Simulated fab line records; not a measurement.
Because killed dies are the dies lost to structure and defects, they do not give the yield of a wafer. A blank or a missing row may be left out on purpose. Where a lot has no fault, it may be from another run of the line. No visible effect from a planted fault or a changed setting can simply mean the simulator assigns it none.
Lot-split experiment	flow n5_finfet	route with 1938 steps; 7 lots, 21 wafers read

ON THE SPLIT
At N5_BEOL_M15_COAT_04 (resist thk 800 nm), the setting spin_rpm was moved away from the recipe's 1704 rpm on 6 of the 21 wafers read, by -7.9% to +10.7%. The other wafers ran this setting at the recipe's value.

FROM THE SPLIT TO THE READING: what the file shows between them, 4 steps
- N5_BEOL_M15_EBR_06
- N5_BEOL_M15_SOFTBAKE_05: time 60 s
- N5_BEOL_M15_DESCUM_15: chemistry O2, time 7.9 s
- N5_BEOL_M15_ETCH_59: etches BARC in N2/H2, target depth 89 nm, overetch 26.7 nm, time 67.9 s

THE READING
coat_of_BEOL_M15_COAT_04.thk_nm (the simulator's own value, which no gauge read), in nm, at N5_BEOL_M15_VIA_ETCH_16 (etches SiO2 in C4F8/O2/Ar, target depth 1792.2 nm). No usual value for it is given in the file. Here, 15 wafers ran the recipe; their average is 337.5 nm with a standard deviation of 6.4 nm.

wafer	tool, chamber at the split	spin_rpm as run, rpm	against the recipe	coat_of_BEOL_M15_COAT_04.thk_nm, nm	against lot-mates on the recipe
L075.1	litho_track-03, 0	1704	recipe	346	-
L075.2	litho_track-03, 0	1704	recipe	338	-
L075.3	litho_track-03, 0	1704	recipe	338	-
L076.2	litho_track-03, 0	1704	recipe	351	-
L076.4	litho_track-03, 0	1779	+4.4%	319.6	-24.0
L076.6	litho_track-03, 0	1704	recipe	336.2	-
L081.2	litho_track-01, 0	1704	recipe	338.4	-
L081.3	litho_track-01, 0	1704	recipe	330	-
L081.6	litho_track-01, 0	1704	recipe	327.8	-
L086.1	litho_track-01, 0	1704	recipe	345	-
L086.3	litho_track-01, 0	1704	recipe	341.4	-
L086.5	litho_track-01, 0	1704	recipe	328	-
L087.3	litho_track-01, 0	1569	-7.9%	370.8	+35.8
L087.4	litho_track-01, 0	1704	recipe	335	-
L087.5	litho_track-01, 0	1569	-7.9%	369.2	+34.2
L091.2	litho_track-02, 0	1704	recipe	332.2	-
L091.3	litho_track-02, 0	1582	-7.2%	369.2	+35.1
L091.4	litho_track-02, 0	1704	recipe	336	-
L092.1	litho_track-03, 0	1887	+10.7%	303.6	-35.6
L092.4	litho_track-03, 0	1704	recipe	339.2	-
L092.6	litho_track-03, 0	1887	+10.7%	293.4	-45.8

THE FIT
A straight line over all 21 wafers: coat_of_BEOL_M15_COAT_04.thk_nm changes by -3.89 nm for each +1% of spin_rpm; r = -0.95; the points scatter about the line by 6 nm.
The same after taking each lot's own level away (the mean of its wafers on the recipe; 21 wafers): -4.19 nm for each +1%; r = -0.97; scatter 5.3 nm.
According to that fit, moving spin_rpm by its largest amount changes the reading by 45 nm.
The span of the lots' own levels, 332.07 to 343.60 nm, comes to 1.8 times the standard deviation stated above.
The two slopes agree, so the slope changes little with the lot-to-lot level.
Check: -48.4 nm against its lot-mates is what the line predicts for one of the wafers moved furthest among these (+10.7%) when that wafer is left out of the fit. It came out at -35.6 nm against them.

THE WHOLE CHAIN: every reading that the file lists as answering this split, in the file's order
step	what it does	reading	change (the file's fit)	r (the file's)
N5_BEOL_M15_COAT_04	resist thk 800 nm	coat_of_BEOL_M15_COAT_04.thk_nm (the simulator's own value, which no gauge read)	-4.02 nm for each +1% of the setting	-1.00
N5_BEOL_M15_VIA_ETCH_16	etches SiO2 in C4F8/O2/Ar, target depth 1792.2 nm	coat_of_BEOL_M15_COAT_04.thk_nm (the simulator's own value, which no gauge read)	-4.31 nm for each +1% of the setting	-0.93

THE FILE'S OWN FIT
coat_of_BEOL_M15_COAT_04.thk_nm changes by -4.31 nm for each +1% of spin_rpm, r = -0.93.
